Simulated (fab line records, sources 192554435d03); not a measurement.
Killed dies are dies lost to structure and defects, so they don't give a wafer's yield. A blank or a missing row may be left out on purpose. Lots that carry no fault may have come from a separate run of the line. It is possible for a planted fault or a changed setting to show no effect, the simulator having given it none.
Chamber matching + flow n5-finfet + rie-diel-01 running N5_FIN_CUT_ETCH_21: 4 sister chambers
The step etches SOC in N2/H2, target depth 219 nm, overetch 43.8 nm, time 523.5 s. 4 wafers are shown with their chamber, then 11 later ones without.

== WAFERS, EACH WITH ITS CHAMBER ==
| wafer  | chamber | drypump-motor-current-A (A) |
|--------|---------|-----------------------------|
| L076.2 | 3       | 6.4                         |
| L084.6 | 0       | 4.8                         |
| L085.5 | 2       | 6.1                         |
| L088.1 | 1       | 5.2                         |

== WAFERS WHOSE CHAMBER IS MISSING ==
| wafer  | drypump-motor-current-A (A) |
|--------|-----------------------------|
| L088.3 | 4.7                         |
| L088.4 | 5.2                         |
| L089.1 | 6.4                         |
| L089.4 | 4.7                         |
| L089.5 | 5.2                         |
| L090.2 | 4.7                         |
| L090.3 | 6.4                         |
| L090.5 | 5.2                         |
| L096.2 | 6.4                         |
| L096.4 | 4.8                         |
| L096.6 | 6.2                         |

== THE CHAMBER EACH PASSED THROUGH ==
| wafer  | from the rows above     | in truth |
|--------|-------------------------|----------|
| L088.3 | 0                       | 0        |
| L088.4 | 1                       | 1        |
| L089.1 | 3                       | 3        |
| L089.4 | 0                       | 0        |
| L089.5 | 1                       | 1        |
| L090.2 | 0                       | 0        |
| L090.3 | 3                       | 3        |
| L090.5 | 1                       | 1        |
| L096.2 | 3                       | 3        |
| L096.4 | 0                       | 0        |
| L096.6 | can't be placed: 2 or 3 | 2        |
Correctly placed: 10 of 11. From these rows, 1 cannot be placed; in 1 the true chamber is one of the candidates. Wrongly placed: 0.
How it was worked out, from the rows above alone: a wafer's distance from a chamber is the root of the sum, over the readings, of the square of ((its reading less the chamber's mean) divided by the reading's scatter). The wafer belongs to the nearest chamber; if the next one is less than 2 further off, it can't be placed. For every chamber, the mean is computed from those of its wafers that are shown. The scatter (one wafer shown for each chamber): square how far every hidden wafer sits from the nearest shown wafer, average those squares and take the square root.
